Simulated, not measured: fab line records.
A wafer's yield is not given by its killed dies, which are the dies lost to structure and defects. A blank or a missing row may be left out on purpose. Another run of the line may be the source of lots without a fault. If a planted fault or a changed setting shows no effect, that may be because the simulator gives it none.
Matching of chambers :: flow n5 finfet :: N5_BEOL_M8_ILD_DEP_00 on pecvd-03 has 3 sister chambers
The step deposits SiCOH lowk from DEMS/porogen, target thk 179.75 nm, time 33.4 s. 3 wafers are shown with their chamber, then 10 later ones without.

## WAFERS, EACH WITH ITS CHAMBER
wafer: L081.6
chamber: 1
heater power outer w (W): 133

wafer: L087.1
chamber: 2
heater power outer w (W): 199

wafer: L087.2
chamber: 0
heater power outer w (W): 157

## WAFERS WHOSE CHAMBER IS MISSING
wafer: L087.3
heater power outer w (W): 112

wafer: L090.2
heater power outer w (W): 113

wafer: L090.3
heater power outer w (W): 194

wafer: L090.6
heater power outer w (W): 121

wafer: L096.1
heater power outer w (W): 95

wafer: L096.3
heater power outer w (W): 163

wafer: L096.6
heater power outer w (W): 128

wafer: L097.3
heater power outer w (W): 139

wafer: L097.4
heater power outer w (W): 86

wafer: L097.6
heater power outer w (W): 145

## WHICH CHAMBER EACH ONE RAN IN
wafer: L087.3
from the rows above: can't be placed: 1 or 0
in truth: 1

wafer: L090.2
from the rows above: can't be placed: 1 or 0
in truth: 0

wafer: L090.3
from the rows above: can't be placed: 2 or 0
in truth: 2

wafer: L090.6
from the rows above: can't be placed: 1 or 0
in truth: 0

wafer: L096.1
from the rows above: can't be placed: 1 or 0
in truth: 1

wafer: L096.3
from the rows above: can't be placed: 0 or 1 or 2
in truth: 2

wafer: L096.6
from the rows above: can't be placed: 1 or 0
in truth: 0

wafer: L097.3
from the rows above: can't be placed: 1 or 0
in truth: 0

wafer: L097.4
from the rows above: can't be placed: 1 or 0
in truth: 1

wafer: L097.6
from the rows above: can't be placed: 0 or 1 or 2
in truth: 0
Correct placement for 0 of the 10. Unplaceable from these rows: 10, with the true chamber sitting among the candidates in 10. Placed wrongly: 0.
How it was worked out, from the rows above alone: a wafer's distance from a chamber is the root of the sum, over the readings, of the square of ((its reading less the chamber's mean) divided by the reading's scatter). The wafer belongs to the nearest chamber; if the next one is less than 2 further off, it can't be placed. Each chamber's mean is taken over the wafers shown for it. The scatter: root of mean squared gap, hidden wafer to nearest shown wafer, with one shown wafer a chamber.
